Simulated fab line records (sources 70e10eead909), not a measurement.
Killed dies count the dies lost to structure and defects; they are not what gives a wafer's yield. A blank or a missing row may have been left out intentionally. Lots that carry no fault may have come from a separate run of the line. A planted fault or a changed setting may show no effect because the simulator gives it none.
fab line records + flow nandHarc
[record]
- lots = 6
- wafers = 18
- lastDay = 23
route steps=1159 shown P_ZERO_WELL@60 P_STI@69 END@1159
lots with no fault: from the same line, run without faults
startH: start of the lot's first displayed wafer, in hours after the record's first day + waitH: how many hours have passed since the lot's step before this one + " identical to the entry in the row above + L1.1+2: one row covering several wafers at once + - no value, or no start was given + * or withheld: withheld + < > ~ a bound
route shown NAME@n: names a module that has steps shown in the file, with the first one's number in the route + usual: average and standard deviation across the fault-free wafers + same: alike in all rows + chamber/n: place in a boat + sites: the reading at each site + _std_site: standard deviation of those values + _edge_site: inner sites' mean taken away from outer sites' mean + radiusMm: how far each site lies from the wafer's centre + mask NAME#n: copy n + behind: the most recent tool/chamber to have shaped the wafer + hold: why the lot was held/for how many hours/how that ended + device: the n, p or np transistor that did not switch + end of line: the route-end tests of the same wafers + for a step that has no rows: nothing shown but its recipe + killed: at the first sort, the dies lost to defects and structure; wafer yield is something else + map: a wafer's dies, x killed, . not, _ none there
set.NAME: the setting the step ran with; set.NAME@STEP: the setting that earlier step ran with + model.NAME: the simulator's own value behind a step, which no gauge read
a table for each step, a row for each wafer; lots at some steps of the route
services: when a tool's chamber went out of use (startH, in hours from the record's first day, below 0 if earlier), for how many hours, and the reason
[[steps]]
[step NHARC_P_ZERO_WELL_HARDBAKE_53]
[recipe]
- tempC = 125
- timeS = 80
[step NHARC_P_ZERO_WELL_DESCUM_54]
[recipe]
- timeS = 3
- o2FlowSccm = 200
- arFlowSccm = 0
- biasPowerW = 0
- chemistry = O2
[usual]
- drypumpMotorCurrentA = 5.8/0.43
- oesProductAu = 0.998/0.0097
- rfVppV = 58.1/0.96
- showerheadPlenumPTorr = 1.94/0.094
- throttleValvePct = 11.310/0.0083
| lot.wafer | tool       | chamber | startH | waitH | drypumpMotorCurrentA | oesProductAu | rfHoursCounterH | rfVppV | showerheadPlenumPTorr | throttleValvePct |
|-----------|------------|---------|--------|-------|----------------------|--------------|-----------------|--------|-----------------------|------------------|
| L314.4    | rieDiel-06 | 0       | 23.98  | -     | 5.4                  | 0.976        | 4               | 57.7   | 1.80                  | 11.317           |
| L314.1    | "          | 2       | "      | "     | 5.8                  | 1.003        | 6               | 57.9   | 2.03                  | 11.330           |
| L314.2    | "          | 3       | "      | "     | 5.7                  | 1.001        | 6               | 58.8   | 1.97                  | 11.311           |
| L315.1    | rieDiel-06 | 3       | 30.20  | -     | 5.8                  | 1.011        | 6               | 57.2   | 1.97                  | 11.297           |
| L315.3    | "          | 1       | "      | "     | 5.6                  | 1.028        | 5               | 57.2   | 1.82                  | 11.309           |
| L315.6    | "          | 0       | "      | "     | 5.4                  | 0.987        | -               | 57.6   | 1.80                  | 11.304           |
| L316.3    | rieDiel-06 | 0       | 36.10  | -     | 5.4                  | 0.979        | 4               | 56.6   | 1.80                  | 11.300           |
| L316.1    | "          | 3       | "      | "     | 5.7                  | 1.015        | 6               | 58.0   | 1.97                  | 11.311           |
| L316.5    | "          | 1       | "      | "     | 5.6                  | 1.018        | -               | 57.2   | 1.82                  | 11.316           |
| L319.3    | rieDiel-13 | 0       | 53.99  | -     | 4.7                  | 0.993        | -               | 56.0   | 1.90                  | 11.306           |
| L319.4    | "          | 2       | "      | "     | 6.2                  | 0.984        | -               | 59.1   | 2.06                  | 11.307           |
| L319.5    | "          | 0       | "      | "     | 4.7                  | 1.002        | -               | 56.8   | 1.90                  | 11.318           |
| L324.1    | rieDiel-01 | 1       | 83.96  | -     | 6.0                  | 1.000        | 8               | 58.0   | 1.96                  | 11.310           |
| L324.3    | "          | 3       | "      | "     | 5.8                  | 0.991        | 9               | 58.3   | 1.78                  | 11.310           |
| L324.5    | "          | 1       | "      | "     | 6.0                  | 1.006        | -               | 57.7   | 1.96                  | 11.316           |
| L325.4    | rieDiel-06 | 3       | 89.94  | -     | 5.7                  | 1.001        | 1               | 57.5   | 1.97                  | 11.309           |
| L325.6    | "          | 2       | "      | "     | 5.8                  | 1.005        | -               | 59.3   | 2.03                  | 11.308           |
| L325.5    | "          | 3       | "      | "     | 5.7                  | 0.999        | -               | 57.8   | 1.97                  | 11.300           |
[step NHARC_P_ZERO_WELL_IMPLANT_55]
[recipe]
- energyKev = 180
- doseCm2 = 8e+11
- tiltDeg = 7
[step NHARC_P_ZERO_WELL_IMPLANT_61]
[recipe]
- energyKev = 30
- doseCm2 = 5e+11
- tiltDeg = 7
[step NHARC_P_ZERO_WELL_STRIP_56]
[recipe]
- timeS = 840
- tempC = 130
- chemistry = SPM
[step NHARC_P_ZERO_WELL_PRECLEAN_68]
[recipe]
- timeS = 60
- tempC = 50
- bathAgeMin = 0
- chemistry = SC1
[step NHARC_P_ZERO_WELL_SRD_69]
[step NHARC_P_ZERO_WELL_RTA_42]
[recipe]
- tempC = 1100
- timeS = 300
[usual]
- lampPowerPct = 36.8/0.64
- wafer_temp_C_max = 1106.4/1.5
| lot.wafer | tool         | chamber | startH | waitH | lampPowerPct | wafer_temp_C_max |
|-----------|--------------|---------|--------|-------|--------------|------------------|
| L314.1    | rtpAnneal-01 | 0       | 25.25  | -     | 36.2         | 1107.4           |
| L314.2    | "            | 0       | "      | "     | 36.2         | 1106.3           |
| L314.4    | "            | 0       | "      | "     | 36.2         | 1106.3           |
| L315.1    | rtpAnneal-01 | 0       | 31.19  | -     | 36.2         | 1109.8           |
| L315.3    | "            | 0       | "      | "     | 36.2         | 1106.5           |
| L315.6    | "            | 0       | "      | "     | 36.2         | 1106.3           |
| L316.1    | rtpAnneal-02 | 0       | 37.08  | -     | 37.5         | 1106.1           |
| L316.3    | "            | 0       | "      | "     | 37.4         | 1105.3           |
| L316.5    | "            | 0       | "      | "     | 37.5         | 1106.2           |
| L319.3    | rtpAnneal-02 | 0       | 55.20  | -     | 37.5         | 1105.1           |
| L319.4    | "            | 0       | "      | "     | 37.5         | 1106.8           |
| L319.5    | "            | 0       | "      | "     | 37.5         | 1105.2           |
| L324.1    | rtpAnneal-02 | 0       | 84.95  | -     | 37.4         | 1104.2           |
| L324.3    | "            | 0       | "      | "     | 37.4         | 1105.9           |
| L324.5    | "            | 0       | "      | "     | 37.4         | 1106.1           |
| L325.4    | rtpAnneal-02 | 0       | 91.23  | -     | 37.4         | 1103.6           |
| L325.5    | "            | 0       | "      | "     | 37.4         | 1104.0           |
| L325.6    | "            | 0       | "      | "     | 37.3         | 1106.6           |
[step NHARC_P_ZERO_WELL_INSPECT_43]
[usual]
- rawDefectCount = 13/6.4
| lot.wafer | tool             | chamber | startH | waitH | rawDefectCount |
|-----------|------------------|---------|--------|-------|----------------|
| L314.1    | defectInspect-02 | -       | 25.93  | 0.6   | 16             |
| L314.2    | "                | -       | "      | "     | 7              |
| L314.4    | "                | -       | "      | "     | 6              |
| L315.1    | defectInspect-01 | -       | 31.87  | 0.6   | 17             |
| L315.3    | "                | -       | "      | "     | 33             |
| L315.6    | "                | -       | "      | "     | 21             |
| L316.1    | defectInspect-01 | -       | 37.76  | 0.6   | 3              |
| L316.3    | "                | -       | "      | "     | 10             |
| L316.5    | "                | -       | "      | "     | 5              |
| L319.3    | defectInspect-01 | -       | 55.67  | 0.4   | 15             |
| L319.4    | "                | -       | "      | "     | 5              |
| L319.5    | "                | -       | "      | "     | 12             |
| L324.1    | defectInspect-01 | -       | 85.62  | 0.6   | 12             |
| L324.3    | "                | -       | "      | "     | 12             |
| L324.5    | "                | -       | "      | "     | 17             |
| L325.4    | defectInspect-02 | -       | 91.58  | 0.2   | 22             |
| L325.5    | "                | -       | "      | "     | 19             |
| L325.6    | "                | -       | "      | "     | 23             |
[step NHARC_P_STI_ETCH_26]
[recipe]
- targetDepthA = 110
- chemistry = dHF
- material = SiO2
[step NHARC_P_STI_PRECLEAN_27]
[recipe]
- timeS = *
- tempC = 50
- bathAgeMin = 0
- chemistry = SC1
[step NHARC_P_STI_SRD_28]
[step NHARC_P_STI_OXIDE_29]
[recipe]
- targetThkA = 100
- tempC = 900
- oxTimeS = 1362
- material = SiO2
[usual]
- zonePowerTopPct = 31.7/0.51
| lot.wafer | tool       | chamber | startH | waitH | zonePowerTopPct |
|-----------|------------|---------|--------|-------|-----------------|
| L314.1    | furnace-01 | 0       | 33.86  | -     | 31.0            |
| L314.2    | "          | 0       | "      | "     | 31.6            |
| L314.4    | "          | 0       | "      | "     | 30.9            |
| L315.1    | furnace-01 | 0       | 33.86  | -     | 31.5            |
| L315.3    | "          | 0       | "      | "     | 31.1            |
| L315.6    | "          | 0       | "      | "     | 30.8            |
| L316.1    | furnace-01 | 0       | 45.80  | -     | 31.6            |
| L316.3    | "          | 0       | "      | "     | 31.2            |
| L316.5    | "          | 0       | "      | "     | 31.1            |
| L319.3    | furnace-01 | 0       | 59.59  | -     | 30.7            |
| L319.4    | "          | 0       | "      | "     | 30.9            |
| L319.5    | "          | 0       | "      | "     | 31.3            |
| L324.1    | furnace-08 | 0       | 89.60  | -     | 31.7            |
| L324.3    | "          | 0       | "      | "     | 31.9            |
| L324.5    | "          | 0       | "      | "     | 31.7            |
| L324.1    | furnace-01 | 0       | 94.04  | 0.7   | 31.3            |
| L324.3    | "          | 0       | "      | "     | 31.4            |
| L324.5    | "          | 0       | "      | "     | 30.9            |
| L325.4    | furnace-04 | 0       | 97.34  | -     | 32.0            |
| L325.5    | "          | 0       | "      | "     | 32.5            |
| L325.6    | "          | 0       | "      | "     | 31.7            |
| L325.4    | furnace-04 | 0       | 101.40 | 0.3   | 32.8            |
| L325.5    | "          | 0       | "      | "     | 32.2            |
| L325.6    | "          | 0       | "      | "     | 32.0            |
[step NHARC_P_STI_HM_DEP_30]
[recipe]
- targetThkA = 800
- tempC = 790
- pressureMtorr = 300
- timeS = 873
- material = Si3N4
[step NHARC_END_SORT_01]
[recipe]
- tempC = 25
[usual]
- killedAtArray = 29/11
- killedAtOther = 0.7/1.1
- killedAtPeriphery = 3.1/2
- killedDies = 33/11
- killedOpen = 3.5/1.8
- killedShort = 2.0/1.4
[same]
- grossDies = 677
| lot.wafer | tool      | chamber | startH | waitH | killedAtArray | killedAtOther | killedAtPeriphery | killedDies | killedOpen | killedShort |
|-----------|-----------|---------|--------|-------|---------------|---------------|-------------------|------------|------------|-------------|
| L319.3    | prober-01 | 0       | 481.83 | 3.1   | 32            | 1             | 3                 | 36         | 5          | 3           |
| L319.4    | prober-01 | 0       | 482.63 | 3.4   | 28            | 3             | 6                 | 37         | 4          | 1           |
| L319.5    | prober-01 | 0       | 483.43 | 3.7   | 27            | 5             | 9                 | 41         | 1          | 3           |
| L315.1    | prober-02 | 0       | 484.00 | 2.5   | 26            | 1             | 0                 | 27         | 3          | 3           |
| L315.3    | prober-02 | 0       | 485.62 | 3.1   | 41            | 0             | 3                 | 44         | 8          | 3           |
| L315.6    | prober-02 | 0       | 488.05 | 4.0   | 36            | 0             | 5                 | 41         | 4          | 6           |
| L316.1    | prober-02 | 0       | 491.82 | 2.5   | 11            | 0             | 1                 | 12         | 3          | 1           |
| L316.3    | prober-02 | 0       | 493.41 | 3.1   | 11            | 1             | 4                 | 16         | 0          | 4           |
| L316.5    | prober-02 | 0       | 495.01 | 3.7   | 8             | 0             | 3                 | 11         | 3          | 1           |
| L324.1    | prober-02 | 0       | 507.51 | 2.5   | 29            | 0             | 6                 | 35         | 5          | 1           |
| L324.3    | prober-02 | 0       | 509.13 | 3.1   | 37            | 1             | 2                 | 40         | 5          | 3           |
| L324.5    | prober-02 | 0       | 510.74 | 3.7   | 25            | 0             | 3                 | 28         | 5          | 2           |
| L325.4    | prober-02 | 0       | 541.22 | 3.4   | 33            | 0             | 2                 | 35         | 5          | 4           |
| L325.5    | prober-02 | 0       | 542.02 | 3.7   | 43            | 0             | 1                 | 44         | 4          | 1           |
| L325.6    | prober-02 | 0       | 542.83 | 4.0   | 24            | 3             | 2                 | 29         | 1          | 4           |
// killed by level:class
L319.3 A_CHANNEL_HOLE_D1:chamberFilmFlake=12 A_SLIT:chamberFilmFlake=8 A_STAIRCASE:chamberFilmFlake=3 A_WL_FILL:geometricParticle:short=2 A_CONTACT:geometricParticle:open=2 P_M2:geometricParticle:open=1 A_SOURCE_PLATE:geometricParticle:open=1 A_WL_FILL:geometricParticle:open=1
L319.4 A_CHANNEL_HOLE_D1:chamberFilmFlake=13 A_SLIT:chamberFilmFlake=11 THIN_TSV:chamberFilmFlake=3 A_CONTACT:geometricParticle:open=2 P_BONDPAD:chamberFilmFlake=2 P_M0:geometricParticle:open=1 A_CHANNEL_HOLE_D1:geometricParticle:open=1 A_M0:geometricParticle:short=1
L319.5 A_CHANNEL_HOLE_D1:chamberFilmFlake=15 A_SLIT:chamberFilmFlake=10 THIN_TSV:chamberFilmFlake=5 P_M1:chamberFilmFlake=3 P_BONDPAD:chamberFilmFlake=3 P_GATE:geometricParticle:open=1 P_GATE:geometricParticle:short=1 A_ONON_D1:geometricParticle:short=1
L315.1 A_CHANNEL_HOLE_D1:chamberFilmFlake=9 A_SLIT:chamberFilmFlake=8 A_CONTACT:chamberFilmFlake=2 A_ONON_D1:geometricParticle:open=1 A_ONON_D1:geometricParticle:short=1 A_CHANNEL_FILL_D1:geometricParticle:open=1 A_SGD_CUT:geometricParticle:short=1 A_M0:geometricParticle:open=1
L315.3 A_CHANNEL_HOLE_D1:chamberFilmFlake=15 A_SLIT:chamberFilmFlake=9 A_CONTACT:chamberFilmFlake=5 A_CONTACT:geometricParticle:open=3 A_BLC:geometricParticle:open=2 P_STI:chamberFilmFlake=2 A_STAIRCASE:chamberFilmFlake=2 P_M0:geometricParticle:short=1
L315.6 A_CHANNEL_HOLE_D1:chamberFilmFlake=16 A_SLIT:chamberFilmFlake=8 P_M0:geometricParticle:short=2 A_CONTACT:geometricParticle:open=2 P_STI:chamberFilmFlake=2 A_CONTACT:chamberFilmFlake=2 A_CHANNEL_HOLE_D1:geometricParticle:short=1 A_CHANNEL_HOLE_D1:geometricParticle:open=1
L316.1 A_STAIRCASE:chamberFilmFlake=2 A_SLIT:chamberFilmFlake=2 A_CONTACT:chamberFilmFlake=2 A_CHANNEL_FILL_D1:geometricParticle:open=1 A_CONTACT:geometricParticle:open=1 A_BLC:geometricParticle:open=1 A_BLC:geometricParticle:short=1 P_STI:chamberFilmFlake=1
L316.3 A_CONTACT:chamberFilmFlake=3 P_CONTACT:chamberFilmFlake=2 A_CHANNEL_HOLE_D1:chamberFilmFlake=2 A_SLIT:chamberFilmFlake=2 P_STI:geometricParticle:short=1 A_WL_FILL:geometricParticle:short=1 A_CONTACT:geometricParticle:short=1 A_BLC:geometricParticle:short=1
L316.5 P_STI:chamberFilmFlake=2 A_CONTACT:chamberFilmFlake=2 A_CHANNEL_HOLE_D1:geometricParticle:open=1 A_CHANNEL_FILL_D1:geometricParticle:open=1 A_CONTACT:geometricParticle:open=1 A_M0:geometricParticle:short=1 P_CONTACT:chamberFilmFlake=1 A_CHANNEL_HOLE_D1:chamberFilmFlake=1
L324.1 A_CHANNEL_HOLE_D1:chamberFilmFlake=16 P_GATE:chamberFilmFlake=3 A_BONDPAD:chamberFilmFlake=3 A_CONTACT:chamberFilmFlake=2 P_CONTACT:geometricParticle:open=1 P_M1:geometricParticle:open=1 A_SOURCE_PLATE:geometricParticle:open=1 A_SOURCE_PLATE:geometricParticle:short=1
L324.3 A_CHANNEL_HOLE_D1:chamberFilmFlake=16 A_WL_FILL:chamberFilmFlake=5 A_BONDPAD:chamberFilmFlake=4 A_STAIRCASE:chamberFilmFlake=4 A_CHANNEL_FILL_D1:geometricParticle:open=2 A_CONTACT:chamberFilmFlake=2 P_M2:geometricParticle:open=1 A_SOURCE_PLATE:geometricParticle:short=1
L324.5 A_CHANNEL_HOLE_D1:chamberFilmFlake=9 P_GATE:chamberFilmFlake=3 A_CONTACT:chamberFilmFlake=3 A_CHANNEL_FILL_D1:geometricParticle:open=2 A_CONTACT:geometricParticle:open=2 A_STAIRCASE:chamberFilmFlake=2 A_M0:chamberFilmFlake=2 A_CHANNEL_FILL_D1:geometricParticle:short=1
L325.4 A_CHANNEL_HOLE_D1:chamberFilmFlake=18 A_CONTACT:geometricParticle:open=3 A_STAIRCASE:chamberFilmFlake=3 A_CONTACT:chamberFilmFlake=3 P_CONTACT:geometricParticle:short=1 P_M0:geometricParticle:short=1 A_SOURCE_PLATE:geometricParticle:short=1 A_CHANNEL_HOLE_D1:geometricParticle:short=1
L325.5 A_CHANNEL_HOLE_D1:chamberFilmFlake=32 A_STAIRCASE:chamberFilmFlake=3 A_CONTACT:chamberFilmFlake=2 A_ONON_D1:geometricParticle:open=1 A_SGD_CUT:geometricParticle:open=1 A_SGD_CUT:geometricParticle:short=1 A_BLC:geometricParticle:open=1 A_M0:geometricParticle:open=1
L325.6 A_CHANNEL_HOLE_D1:chamberFilmFlake=12 A_CONTACT:chamberFilmFlake=5 THIN_TSV:chamberFilmFlake=3 P_CONTACT:geometricParticle:short=2 A_CHANNEL_FILL_D1:chamberFilmFlake=2 A_STAIRCASE:chamberFilmFlake=2 A_CHANNEL_HOLE_D1:geometricParticle:short=1 A_WL_FILL:geometricParticle:short=1
[[services]]
| tool       | chamber | startH | hours | kind      |
|------------|---------|--------|-------|-----------|
| rieDiel-06 | 0       | 18.76  | -     | clean     |
| rieDiel-06 | 1       | 18.76  | -     | clean     |
| rieDiel-06 | 2       | 18.76  | -     | clean     |
| rieDiel-06 | 3       | 18.76  | -     | clean     |
| furnace-08 | -       | 21.10  | 26.0  | pm        |
| rieDiel-01 | 0       | 21.31  | 14.5  | repair    |
| rieDiel-06 | 0       | 43.26  | -     | clean     |
| rieDiel-06 | 1       | 43.26  | -     | clean     |
| rieDiel-06 | 2       | 43.26  | -     | clean     |
| rieDiel-06 | 3       | 43.26  | -     | clean     |
| rieDiel-13 | 1       | 51.99  | 5.3   | repair    |
| rieDiel-13 | 3       | 53.81  | 3.8   | repair    |
| rieDiel-06 | -       | 64.20  | 9.0   | pm        |
| rieDiel-06 | 0       | 64.20  | 9.0   | ventCycle |
| rieDiel-06 | 1       | 64.20  | 17.3  | ventCycle |
| rieDiel-06 | 2       | 64.20  | 9.0   | ventCycle |
| rieDiel-06 | 3       | 64.20  | 9.0   | ventCycle |
| rieDiel-13 | 1       | 72.52  | 12.5  | repair    |
| rieDiel-06 | 0       | 73.20  | -     | clean     |
| rieDiel-06 | 2       | 73.20  | -     | clean     |
| rieDiel-06 | 3       | 73.20  | -     | clean     |
| rieDiel-06 | 0       | 97.70  | -     | clean     |
| rieDiel-06 | 1       | 97.70  | -     | clean     |
| rieDiel-13 | -       | 99.00  | 9.0   | pm        |
[[key]]
[firstSign]
- step = NHARC_P_STI_OXIDE_29
- reading = visit
- direction = added
effect none on later readings
metAt NHARC_P_STI_OXIDE_29
struckWafers L324.1,L324.3,L324.5,L325.4,L325.5,L325.6
testerLeftOut L324,L325
[fault]
- kind = repeatedStepWhole
- tool = furnace-01,furnace-04,furnace-08
- chamber = -
- onsetH = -
- steps = NHARC_P_STI_OXIDE_29
- times = 1
- scope = struckLotsOnly
// testerLeftOut: of these lots the tester's yield and bins aren't shown, on N5 and GAA mostly nor the transistor test; their killed dies are dies lost to structure and defects alone, not to doping, threshold or leakage, so they don't give the yield
